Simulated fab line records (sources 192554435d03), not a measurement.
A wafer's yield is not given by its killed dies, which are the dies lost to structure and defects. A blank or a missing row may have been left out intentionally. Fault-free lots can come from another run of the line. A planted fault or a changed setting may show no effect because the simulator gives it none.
fab line records	flow n5-finfet
record: lots: 7	wafers: 21
route steps=1938 shown SD_EPI_P@295 HKMG_FIN@406 MOL_CONTACT_COAG@523
start-h: hours from the record's opening day to when the first of the lot's shown wafers began	wait-h: hours since the lot's step before	" same as the row above	L1.1+2: a row that stands for several wafers	- no value, or no start given	* or withheld: withheld	< > ~ a bound
route shown NAME@n: names a module that has steps shown in the file, with the first one's number in the route	usual: the fault-free wafers' mean and standard deviation	same: alike in all rows	chamber/n: place in a boat	sites: each site's reading	_std_site: standard deviation across them	_edge_site: inner sites' mean taken away from outer sites' mean	radius-mm: how far each site lies from the wafer's centre	mask NAME#n: copy n	behind: tool/chamber where the wafer was last shaped	hold: why the lot went on hold/how many hours it stayed there/how the hold came to an end	device: names the non-switching transistor (n, p or np)	end of line: the route-end tests of the same wafers	a step with no rows: only its recipe	killed: at the first sort, the dies lost to defects and structure; wafer yield is something else	map: a wafer's dies, marking killed ones x, the rest . and places with no die _
set.NAME: the run value of the setting; set.NAME@STEP: its run value at that earlier step	model.NAME: the simulator's own value behind a step, which no gauge read
lots where settings were altered on purpose, with a table for each step and a row for each wafer
== steps ==
step: N5_SD_EPI_P_COAT_34
recipe: resist: SOC	temp-c: 250	time-s: 60	spin-rpm: 1500	resist-thk-nm: 350
lot.wafer	tool	chamber	start-h	wait-h	set.spin-rpm	model.SOC_of_SD_EPI_P_COAT_34.thk-nm
L076.1+4	litho-track-04	0	66.33	0.0	1500	351
L076.5	"	0	"	"	1436	357.8
L078.2	litho-track-04	0	75.19	0.0	1500	351
L078.5	"	0	"	"	1455	357.4
L078.6	"	0	"	"	1455	357.6
L079.2	litho-track-01	0	83.54	0.0	1348	372.8
L079.3	"	0	"	"	1500	353
L079.5	"	0	"	"	1500	352.4
L082.2	litho-track-04	0	104.93	0.0	1500	348.2
L082.4	"	0	"	"	1500	349.2
L082.6	"	0	"	"	1500	349.6
L086.1	litho-track-01	0	125.48	0.0	1417	359.6
L086.5	"	0	"	"	1500	348.8
L086.6	"	0	"	"	1417	360
L089.4+5	litho-track-04	0	141.99	0.0	1648	331.4
L089.6	"	0	"	"	1500	346.6
L094.2	litho-track-04	0	171.94	0.0	1500	348.2
L094.3+4	"	0	"	"	1500	348.6
step: N5_SD_EPI_P_EXPOSE_06
recipe: mask-id: SD_P_BLK	na: 1.35	source-shape: conventional	sigma-outer: 0.8	polarization: unpolarized	target-cd-nm: 240	dose-mj: 39.5
lot.wafer	tool	chamber	start-h	wait-h	mask	set.dose-mj
L076.1+4	arfi-scanner-03	0	66.57	-	SD_P_BLK#0	37.33
L076.5	"	0	"	"	SD_P_BLK#0	39.5
L078.2+5+6	arfi-scanner-02	0	75.44	-	SD_P_BLK#0	39.5
L079.2+3	arfi-scanner-02	0	83.66	-	SD_P_BLK#0	39.5
L079.5	"	0	"	"	SD_P_BLK#0	41.98
L082.2	arfi-scanner-02	0	105.18	-	SD_P_BLK#0	38.23
L082.4+6	"	0	"	"	SD_P_BLK#0	39.5
L086.1+5+6	arfi-scanner-03	0	125.72	-	SD_P_BLK#0	39.5
L089.4+5+6	arfi-scanner-03	0	142.25	-	SD_P_BLK#0	39.5
L094.2+3+4	arfi-scanner-02	0	172.19	-	SD_P_BLK#0	39.5
step: N5_SD_EPI_P_PEB_07
recipe: peb-temp-c: 110	peb-time-s: 60	resist: CAR-ArF-block
step: N5_SD_EPI_P_DEVELOP_08
recipe: develop-time-s: 30	developer: TMAH	resist: CAR-ArF-block	dev-temp-c: 23	rinse-liquid: diw	dry: air-spin
step: N5_SD_EPI_P_CD_MEAS_09
recipe: target-cd-nm: 240	landing-energy-ev: 500	detector: se-inlens
usual: cd-nm: 240.0/0.8
lot.wafer	tool	chamber	start-h	wait-h	set.dose-mj@SD_EPI_P_EXPOSE_06	cd-nm
L076.1	cd-sem-01	0	66.70	-	37.33	236.1
L076.4	"	0	"	"	37.33	235.6
L076.5	"	0	"	"	39.5	240.1
L078.2	cd-sem-02	0	75.56	-	39.5	240.6
L078.5	"	0	"	"	39.5	241.0
L078.6	"	0	"	"	39.5	241.0
L079.2	cd-sem-01	0	83.78	-	39.5	240.0
L079.3	"	0	"	"	39.5	241.2
L079.5	"	0	"	"	41.98	245.1
L082.2	cd-sem-03	0	105.30	-	38.23	239.4
L082.4	"	0	"	"	39.5	241.4
L082.6	"	0	"	"	39.5	240.7
L086.1	cd-sem-01	0	125.85	-	39.5	240.9
L086.5	"	0	"	"	39.5	240.6
L086.6	"	0	"	"	39.5	240.1
L089.4	cd-sem-03	0	142.37	-	39.5	240.6
L089.5	"	0	"	"	39.5	240.1
L089.6	"	0	"	"	39.5	239.5
L094.2	cd-sem-03	0	172.31	-	39.5	239.7
L094.3	"	0	"	"	39.5	239.6
L094.4	"	0	"	"	39.5	239.6
step: N5_SD_EPI_P_DESCUM_14
recipe: chemistry: O2	time-s: 7.9	source-power-w: 50	bias-power-w: 20	pressure-mtorr: 20	rf-frequency-hz: 2.712e+07	temp-c: 40	resist: CAR-ArF-block	o2-flow-sccm: 225
lot.wafer	tool	chamber	start-h	wait-h	set.dose-mj@SD_EPI_P_EXPOSE_06	model.SD_EPI_P.cd-nm
L076.1	rie-diel-03	2	66.79	0.0	37.33	236.2
L076.4	"	3	"	"	37.33	236
L076.5	"	1	"	"	39.5	240.4
L078.2	rie-diel-06	0	75.65	0.0	39.5	240.6
L078.5+6	"	1,2	"	"	39.5	241
L079.2	rie-diel-03	1	83.92	0.1	39.5	240.2
L079.3	"	0	"	"	39.5	240.8
L079.5	"	0	"	"	41.98	244.6
L082.2	rie-diel-03	1	105.38	0.0	38.23	239.2
L082.4	"	0	"	"	39.5	241.6
L082.6	"	1	"	"	39.5	240.8
L086.1	rie-diel-05	0	125.93	0.0	39.5	240.8
L086.5	"	1	"	"	39.5	240.2
L086.6	"	2	"	"	39.5	240
L089.4	rie-diel-05	1	142.45	0.0	39.5	240.6
L089.5	"	0	"	"	39.5	240.4
L089.6	"	3	"	"	39.5	239.6
L094.2	rie-diel-03	1	172.40	0.0	39.5	240
L094.3	"	2	"	"	39.5	239.4
L094.4	"	0	"	"	39.5	239.6
step: N5_SD_EPI_P_ETCH_36
recipe: chemistry: CF4	target: SiARC	target-depth-a: 455	mask-material: CAR-ArF-block	time-s: 75.8	ion-energy-ev: 80	pressure-mtorr: 40	source-w: 545	bias-w: 36	Ar_flow_sccm: 100	cf4-flow-sccm: 100	ends: cleared
lot.wafer	tool	chamber	start-h	wait-h	set.dose-mj@SD_EPI_P_EXPOSE_06	model.SD_EPI_P.cd-nm
L076.1	rie-diel-03	2	66.82	0.0	37.33	236
L076.4	"	3	"	"	37.33	235.8
L076.5	"	1	"	"	39.5	240.4
L078.2	rie-diel-06	0	75.69	0.0	39.5	240.6
L078.5	"	1	"	"	39.5	241
L078.6	"	2	"	"	39.5	241.2
L079.2	rie-diel-03	1	83.95	0.0	39.5	240.4
L079.3	"	0	"	"	39.5	240.8
L079.5	"	0	"	"	41.98	244.6
L082.2	rie-diel-03	1	105.42	0.0	38.23	239.2
L082.4	"	0	"	"	39.5	241.6
L082.6	"	1	"	"	39.5	241
L086.1	rie-diel-05	0	125.97	0.0	39.5	240.6
L086.5+6	"	1,2	"	"	39.5	240
L089.4	rie-diel-05	1	142.48	0.0	39.5	240.6
L089.5	"	0	"	"	39.5	240
L089.6	"	3	"	"	39.5	239.4
L094.2	rie-diel-03	1	172.43	0.0	39.5	240.2
L094.3	"	2	"	"	39.5	239.4
L094.4	"	0	"	"	39.5	239.6
step: N5_HKMG_FIN_ETCH_58
recipe: chemistry: N2/H2	target: SOC	target-depth-a: 2158	ion-energy-ev: 50	bias-w: 13	time-s: 741	pressure-mtorr: 30	source-w: 875	n2-flow-sccm: 200	h2-flow-sccm: 200
usual: rf-vpp-V: 99.3/0.98
lot.wafer	tool	chamber	start-h	wait-h	set.source-w	rf-vpp-V	model.etch.depth-nm	model.SOC_of_HKMG_FIN_COAT_41.thk-nm	model.HKMG_FIN.feature-depth-nm
L076.1	rie-diel-04	1	85.54	0.0	875	99.1	212.6	86.4	212.6
L076.4	"	0	"	"	800.7	102.2	198.5	100.8	198.4
L076.5	"	3	"	"	800.7	104.1	197.5	102.2	197.4
L078.2	rie-diel-01	2	93.32	0.0	1005	95.2	239	60.2	239
L078.5	"	2	"	"	875	101.2	213.4	85.2	213.4
L078.6	"	3	"	"	1005	95.0	251.4	48	251.4
L079.2	rie-diel-04	3	102.31	0.0	976.5	96.8	234.3	65.6	234.2
L079.3	"	1	"	"	976.5	95.6	233.4	67	233.4
L079.5	"	3	"	"	875	97.7	213.8	86	213.8
L082.2	rie-diel-01	2	124.14	0.0	875	100.2	212.5	87.8	212.4
L082.4	"	3	"	"	788.7	102.5	204	96.2	204
L082.6	"	2	"	"	875	99.9	212.9	86.4	212.8
L086.1	rie-diel-02	2	143.52	0.0	875	99.4	215.3	84.6	215.2
L086.5	"	0	"	"	875	98.7	219.5	80.4	219.4
L086.6	"	3	"	"	829	103.7	204.8	95.4	204.8
L089.4	rie-diel-02	2	161.95	0.0	875	99.3	214	84.8	214
L089.5	"	3	"	"	875	99.6	212.9	86.2	213
L089.6	"	0	"	"	769	104.2	196.2	102.8	196.2
L094.2	rie-diel-01	2	192.92	0.0	875	99.4	214.8	86	214.8
L094.3	"	3	"	"	875	99.1	221.3	78.4	221.2
L094.4	"	0	"	"	875	98.9	201.6	99.6	201.6
step: N5_HKMG_FIN_ALD_79
recipe: material: TiN	target-thk-a: 15	temp-c: 400	ald-precursor-family: TiCl4	ald-co-reactant: NH3	pulse-time-s: 1	purge-time-s: 3	co-reactant-purge-time-s: 2	co-reactant-pulse-time-s: 2	ald-cycles: 68	pressure-torr: 3
lot.wafer	tool	chamber	start-h	wait-h	set.ald-cycles
L076.1+4+5	ald-metal-01	2,3,3	86.65	0.0	68
L078.2+5	ald-metal-04	0,3	94.39	0.0	59
L078.6	"	0	"	"	68
L079.2+5	ald-metal-04	3	103.37	0.0	68
L079.3	"	2	"	"	73
L082.2+6	ald-metal-03	1,0	125.20	0.0	79
L082.4	"	0	"	"	68
L086.1+6	ald-metal-03	3	144.58	0.0	68
L086.5	"	0	"	"	75
L089.4+6	ald-metal-04	0,1	163.01	0.0	74
L089.5	"	2	"	"	68
L094.2+3+4	ald-metal-04	1,0,2	194.18	0.0	68
step: N5_HKMG_FIN_CVD_62
recipe: material: a-Si	target-thk-a: 30	temp-c: 500	precursor: Si2H6	pressure-torr: 1	time-s: 20.8
step: N5_HKMG_FIN_RTA_80
recipe: temp-c: withheld	time-s: 2	ambient: N2	idle-temp-c: 600	ramp-up-c-per-s: 150	ramp-down-c-per-s: 60	cool-to-c: 600
step: N5_HKMG_FIN_PRECLEAN_64
recipe: chemistry: dHF	time-s: 30	temp-c: 25	dilution: withheld
step: N5_HKMG_FIN_WET_ETCH_65
recipe: chemistry: TMAH	temp-c: 70	conc-wt-pct: 5	target: a-Si	stop-on: TiN	time-s: 49	target-depth-nm: 3
lot.wafer	tool	chamber	start-h	wait-h	set.ald-cycles@HKMG_FIN_ALD_79	model.TiN_of_HKMG_FIN_ALD_79.thk-nm
L076.1+4+5	wet-bench-06	7,6,5	87.30	0.0	68	1.2
L078.2+5	wet-bench-02	1,7	95.09	0.0	59	1
L078.6	"	2	"	"	68	1.2
L079.2	wet-bench-03	7	104.08	0.0	68	1.2
L079.3	"	3	"	"	73	1.4
L079.5	"	4	"	"	68	1.4
L082.2+6	wet-bench-03	5,6	125.85	0.0	79	1.6
L082.4	"	0	"	"	68	1.2
L086.1+6	wet-bench-06	7,1	145.32	0.0	68	1.2
L086.5	"	5	"	"	75	1.4
L089.4+6	wet-bench-06	7,0	163.71	0.0	74	1.4
L089.5	"	5	"	"	68	1.2
L094.2+3+4	wet-bench-03	5,6,4	194.84	0.0	68	1.2
step: N5_MOL_CONTACT_COAG_EXPOSE_05
recipe: mask-id: CA	na: 0.33	source-shape: annular	sigma-inner: 0.4	sigma-outer: 0.8	polarization: unpolarized	defocus-nm: 0	dose-mj: 38.25
lot.wafer	tool	chamber	start-h	wait-h	mask	set.dose-mj
L076.1	euv-scanner-01	0	102.81	-	CA#0	40.43
L076.4+5	"	0	"	"	CA#0	38.25
L078.2	euv-scanner-01	0	108.94	-	CA#0	40.89
L078.5+6	"	0	"	"	CA#0	38.25
L079.2	euv-scanner-01	0	117.70	-	CA#0	38.25
L079.3+5	"	0	"	"	CA#0	39.42
L082.2+4+6	euv-scanner-01	0	139.48	-	CA#0	38.25
L086.1	euv-scanner-02	0	158.60	-	CA#0	38.25
L086.5+6	"	0	"	"	CA#0	35.75
L089.4	euv-scanner-01	0	176.96	-	CA#0	35.84
L089.5+6	"	0	"	"	CA#0	38.25
L094.2+3+4	euv-scanner-01	0	208.25	-	CA#0	38.25
step: N5_MOL_CONTACT_COAG_PEB_06
recipe: peb-temp-c: 100	peb-time-s: 60	resist: CAR-EUV
step: N5_MOL_CONTACT_COAG_DEVELOP_07
recipe: develop-time-s: 30	developer: TMAH	resist: CAR-EUV	rinse-liquid: surfactant-rinse	dry: air-spin	dev-temp-c: 23
step: N5_MOL_CONTACT_COAG_CD_MEAS_08
recipe: target-cd-nm: 28	landing-energy-ev: 500	detector: se-inlens	polarity: opening
usual: cd-nm: 27.94/0.27
lot.wafer	tool	chamber	start-h	wait-h	set.dose-mj@MOL_CONTACT_COAG_EXPOSE_05	cd-nm
L076.1	cd-sem-02	0	102.94	-	40.43	28.99
L076.4	"	0	"	"	38.25	28.15
L076.5	"	0	"	"	38.25	28.21
L078.2	cd-sem-01	0	109.06	-	40.89	28.76
L078.5	"	0	"	"	38.25	28.41
L078.6	"	0	"	"	38.25	28.02
L079.2	cd-sem-03	0	117.83	-	38.25	28.09
L079.3	"	0	"	"	39.42	27.83
L079.5	"	0	"	"	39.42	28.46
L082.2	cd-sem-03	0	139.61	-	38.25	27.72
L082.4	"	0	"	"	38.25	27.90
L082.6	"	0	"	"	38.25	27.76
L086.1	cd-sem-02	0	158.73	-	38.25	27.87
L086.5	"	0	"	"	35.75	26.39
L086.6	"	0	"	"	35.75	26.77
L089.4	cd-sem-02	0	177.08	-	35.84	26.48
L089.5	"	0	"	"	38.25	27.78
L089.6	"	0	"	"	38.25	27.80
L094.2	cd-sem-02	0	208.37	-	38.25	28.08
L094.3	"	0	"	"	38.25	28.06
L094.4	"	0	"	"	38.25	28.12
step: N5_MOL_CONTACT_COAG_DESCUM_13
recipe: chemistry: O2	time-s: 7	source-power-w: 50	bias-power-w: 20	pressure-mtorr: 20	rf-frequency-hz: 2.712e+07	temp-c: 40	resist: CAR-EUV	o2-flow-sccm: 225
step: N5_MOL_CONTACT_COAG_ETCH_59
recipe: chemistry: N2/H2	target: underlayer	target-depth-a: 130	mask-material: CAR-EUV	time-s: 10.4	ion-energy-ev: 200	pressure-mtorr: 30	source-w: 840	bias-w: 150	n2-flow-sccm: 200	h2-flow-sccm: 200	ends: cleared
lot.wafer	tool	chamber	start-h	wait-h	set.dose-mj@MOL_CONTACT_COAG_EXPOSE_05	model.MOL_CONTACT_COAG.cd-offset-nm
L076.1	rie-diel-04	3	103.10	0.0	40.43	1
L076.4	"	3	"	"	38.25	0
L076.5	"	2	"	"	38.25	0.2
L078.2	rie-diel-02	0	109.22	0.0	40.89	1.2
L078.5	"	3	"	"	38.25	0.2
L078.6	"	2	"	"	38.25	0
L079.2	rie-diel-01	1	118.38	0.0	38.25	-0.4
L079.3	"	3	"	"	39.42	0
L079.5	"	0	"	"	39.42	0.4
L082.2	rie-diel-04	3	139.76	0.0	38.25	-0.4
L082.4	"	0	"	"	38.25	0.2
L082.6	"	1	"	"	38.25	-0.2
L086.1	rie-diel-02	1	158.89	0.0	38.25	-0.2
L086.5	"	3	"	"	35.75	-1.8
L086.6	"	0	"	"	35.75	-1.6
L089.4	rie-diel-01	2	177.30	0.0	35.84	-1.6
L089.5	"	0	"	"	38.25	-0.4
L089.6	"	3	"	"	38.25	-0.2
L094.2	rie-diel-01	2	208.53	0.0	38.25	0.2
L094.3	"	0	"	"	38.25	0
L094.4	"	1	"	"	38.25	-0.2
step: N5_MOL_CONTACT_COAG_ETCH_105
recipe: chemistry: CF4	target: SiARC	target-depth-a: 156	mask-material: CAR-EUV	time-s: 26	ion-energy-ev: 80	pressure-mtorr: 40	source-w: 545	bias-w: 36	Ar_flow_sccm: 100	cf4-flow-sccm: 100	ends: cleared
lot.wafer	tool	chamber	start-h	wait-h	set.dose-mj@MOL_CONTACT_COAG_EXPOSE_05	model.MOL_CONTACT_COAG.cd-offset-nm
L076.1	rie-diel-04	3	103.12	0.0	40.43	0.8
L076.4	"	3	"	"	38.25	-0.2
L076.5	"	2	"	"	38.25	0.2
L078.2	rie-diel-02	0	109.24	0.0	40.89	1.2
L078.5	"	3	"	"	38.25	0.2
L078.6	"	2	"	"	38.25	0
L079.2	rie-diel-01	1	118.40	0.0	38.25	-0.4
L079.3	"	3	"	"	39.42	0
L079.5	"	0	"	"	39.42	0.2
L082.2	rie-diel-04	3	139.78	0.0	38.25	-0.4
L082.4	"	0	"	"	38.25	0.2
L082.6	"	1	"	"	38.25	-0.2
L086.1	rie-diel-02	1	158.91	0.0	38.25	0
L086.5	"	3	"	"	35.75	-1.8
L086.6	"	0	"	"	35.75	-1.6
L089.4	rie-diel-01	2	177.32	0.0	35.84	-1.6
L089.5	"	0	"	"	38.25	-0.2
L089.6	"	3	"	"	38.25	0
L094.2+3	rie-diel-01	2,0	208.55	0.0	38.25	0
L094.4	"	1	"	"	38.25	-0.2
step: N5_MOL_CONTACT_COAG_ETCH_106
recipe: chemistry: N2/H2	target: SOC	target-depth-a: 800	overetch-a: 160	mask-material: SiARC	temp-c: 40	time-s: 120	ion-energy-ev: 200	pressure-mtorr: 30	source-w: 840	bias-w: 150	n2-flow-sccm: 200	h2-flow-sccm: 200
step: N5_MOL_CONTACT_COAG_STRIP_107
recipe: chemistry: N2/H2	temp-c: 40	n2-flow-sccm: 200	h2-flow-sccm: 200	rf-frequency-hz: 6e+07
step: N5_MOL_CONTACT_COAG_STRIP_108
recipe: chemistry: N2/H2	temp-c: 40	n2-flow-sccm: 200	h2-flow-sccm: 200	rf-frequency-hz: 6e+07
step: N5_MOL_CONTACT_COAG_CONTACT_ETCH_14
recipe: chemistry: C4F6/O2	target: SiO2	target-depth-a: 275	overetch-a: 85	mask-material: SOC	pressure-mtorr: 30	source-w: 370	bias-w: 185	Ar_flow_sccm: 300	C4F6_flow_sccm: 16	O2_flow_sccm: 10	time-s: 20	ion-energy-ev: 259.6
lot.wafer	tool	chamber	start-h	wait-h	set.dose-mj@MOL_CONTACT_COAG_EXPOSE_05	model.MOL_CONTACT_COAG.cd-offset-nm
L076.1	rie-diel-04	3	103.25	0.0	40.43	0.8
L076.4	"	3	"	"	38.25	-0.2
L076.5	"	2	"	"	38.25	0.2
L078.2	rie-diel-02	0	109.37	0.0	40.89	1
L078.5	"	3	"	"	38.25	0.6
L078.6	"	2	"	"	38.25	0
L079.2	rie-diel-01	1	118.52	0.0	38.25	-0.6
L079.3	"	3	"	"	39.42	0
L079.5	"	0	"	"	39.42	0.2
L082.2+6	rie-diel-04	3,1	139.91	0.0	38.25	-0.4
L082.4	"	0	"	"	38.25	0.4
L086.1	rie-diel-02	1	159.04	0.0	38.25	-0.2
L086.5	"	3	"	"	35.75	-1.6
L086.6	"	0	"	"	35.75	-1.8
L089.4	rie-diel-01	2	177.45	0.0	35.84	-1.6
L089.5	"	0	"	"	38.25	-0.6
L089.6	"	3	"	"	38.25	0
L094.2	rie-diel-01	2	208.67	0.0	38.25	0
L094.3+4	"	0,1	"	"	38.25	-0.2
step: N5_MOL_CONTACT_COAG_STRIP_109
recipe: chemistry: C4F6/O2	resist: SiARC	rf-frequency-hz: 6e+07
step: N5_MOL_CONTACT_COAG_ETCH_15
recipe: chemistry: CH3F/O2	target: SiNx	target-depth-a: 70	mask-material: SOC	stop-on: Si:P	over-etch-frac: 0.75	ion-energy-ev: 120	pressure-mtorr: 30	source-w: 395	bias-w: 73	Ar_flow_sccm: 150	CH3F_flow_sccm: 30	O2_flow_sccm: 20
lot.wafer	tool	chamber	start-h	wait-h	set.dose-mj@MOL_CONTACT_COAG_EXPOSE_05	model.MOL_CONTACT_COAG.cd-offset-nm
L076.1	rie-diel-04	3	103.28	0.0	40.43	0.8
L076.4	"	3	"	"	38.25	-0.2
L076.5	"	2	"	"	38.25	0.2
L078.2	rie-diel-02	0	109.40	0.0	40.89	1
L078.5	"	3	"	"	38.25	0.6
L078.6	"	2	"	"	38.25	0
L079.2	rie-diel-01	1	118.56	0.0	38.25	-0.6
L079.3	"	3	"	"	39.42	0
L079.5	"	0	"	"	39.42	0.2
L082.2+6	rie-diel-04	3,1	139.95	0.0	38.25	-0.4
L082.4	"	0	"	"	38.25	0.2
L086.1	rie-diel-02	1	159.07	0.0	38.25	-0.2
L086.5	"	3	"	"	35.75	-1.8
L086.6	"	0	"	"	35.75	-2
L089.4	rie-diel-01	2	177.48	0.0	35.84	-1.6
L089.5	"	0	"	"	38.25	-0.6
L089.6	"	3	"	"	38.25	0
L094.2	rie-diel-01	2	208.71	0.0	38.25	0
L094.3	"	0	"	"	38.25	-0.2
L094.4	"	1	"	"	38.25	-0.4
step: N5_MOL_CONTACT_COAG_PECVD_31
recipe: material: SiO2	target-thk-a: 460	temp-c: 400	precursor: TEOS/O2	pressure-torr: 6.5	rf-w: withheld	teos-flow-sccm: withheld	gas: O2	flow-sccm: 2650	time-s: 8.9
lot.wafer	tool	chamber	start-h	wait-h	set.temp-c	model.SiO2_of_MOL_CONTACT_COAG_PECVD_31.thk-nm
L076.1	pecvd-03	2	114.83	0.3	414.2	41.8
L076.4	"	1	"	"	400	46.6
L076.5	"	2	"	"	400	46.4
L078.2	pecvd-03	2	118.87	0.3	382.5	50.8
L078.5	"	0	"	"	400	46.4
L078.6	"	2	"	"	382.5	51.4
L079.2	pecvd-03	0	126.44	0.3	400	45.4
L079.3	"	1	"	"	400	46
L079.5	"	2	"	"	400	46.8
L082.2	pecvd-04	0	148.69	0.3	400	46
L082.4	"	2	"	"	400	46.4
L082.6	"	1	"	"	400	45.2
L086.1	pecvd-03	0	167.06	0.3	400	45.8
L086.5	"	1	"	"	400	47.2
L086.6	"	0	"	"	400	46.4
L089.4	pecvd-03	2	189.01	0.3	400	46.6
L089.5	"	1	"	"	416.5	42.8
L089.6	"	0	"	"	416.5	42.2
L094.2	pecvd-01	0	217.93	0.3	400	46.6
L094.3+4	"	0,2	"	"	400	47
== key ==
split: step: N5_SD_EPI_P_COAT_34	setting: spin-rpm	stated: 1500	by: wafer
response: step: N5_SD_EPI_P_COAT_34	reading: model.SOC_of_SD_EPI_P_COAT_34.thk-nm	change: -1.8	per: 1%	r: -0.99
split: step: N5_SD_EPI_P_EXPOSE_06	setting: dose-mj	stated: 39.5	by: wafer
response: step: N5_SD_EPI_P_CD_MEAS_09	reading: cd-nm	change: +0.714	per: 1%	r: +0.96
response: step: N5_SD_EPI_P_DESCUM_14	reading: model.SD_EPI_P.cd-nm	change: +0.698	per: 1%	r: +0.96
response: step: N5_SD_EPI_P_ETCH_36	reading: model.SD_EPI_P.cd-nm	change: +0.708	per: 1%	r: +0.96
split: step: N5_HKMG_FIN_ETCH_58	setting: source-w	stated: 875	by: wafer
response: step: N5_HKMG_FIN_ETCH_58	reading: rf-vpp-V	change: -0.354	per: 1%	r: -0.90
response: step: N5_HKMG_FIN_ETCH_58	reading: model.etch.depth-nm	change: +1.7	per: 1%	r: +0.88
response: step: N5_HKMG_FIN_ETCH_58	reading: model.SOC_of_HKMG_FIN_COAT_41.thk-nm	change: -1.7	per: 1%	r: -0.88
response: step: N5_HKMG_FIN_ETCH_58	reading: model.HKMG_FIN.feature-depth-nm	change: +1.7	per: 1%	r: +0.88
split: step: N5_HKMG_FIN_ALD_79	setting: ald-cycles	stated: 68	by: wafer
response: step: N5_HKMG_FIN_WET_ETCH_65	reading: model.TiN_of_HKMG_FIN_ALD_79.thk-nm	change: +0.0203	per: 1%	r: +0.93
split: step: N5_MOL_CONTACT_COAG_EXPOSE_05	setting: dose-mj	stated: 38.25	by: wafer
response: step: N5_MOL_CONTACT_COAG_CD_MEAS_08	reading: cd-nm	change: +0.147	per: 1%	r: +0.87
response: step: N5_MOL_CONTACT_COAG_ETCH_59	reading: model.MOL_CONTACT_COAG.cd-offset-nm	change: +0.189	per: 1%	r: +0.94
response: step: N5_MOL_CONTACT_COAG_ETCH_105	reading: model.MOL_CONTACT_COAG.cd-offset-nm	change: +0.199	per: 1%	r: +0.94
response: step: N5_MOL_CONTACT_COAG_CONTACT_ETCH_14	reading: model.MOL_CONTACT_COAG.cd-offset-nm	change: +0.172	per: 1%	r: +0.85
response: step: N5_MOL_CONTACT_COAG_ETCH_15	reading: model.MOL_CONTACT_COAG.cd-offset-nm	change: +0.179	per: 1%	r: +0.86
split: step: N5_MOL_CONTACT_COAG_PECVD_31	setting: temp-c	stated: 400	by: wafer
response: step: N5_MOL_CONTACT_COAG_PECVD_31	reading: model.SiO2_of_MOL_CONTACT_COAG_PECVD_31.thk-nm	change: -1.11	per: 1%	r: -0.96
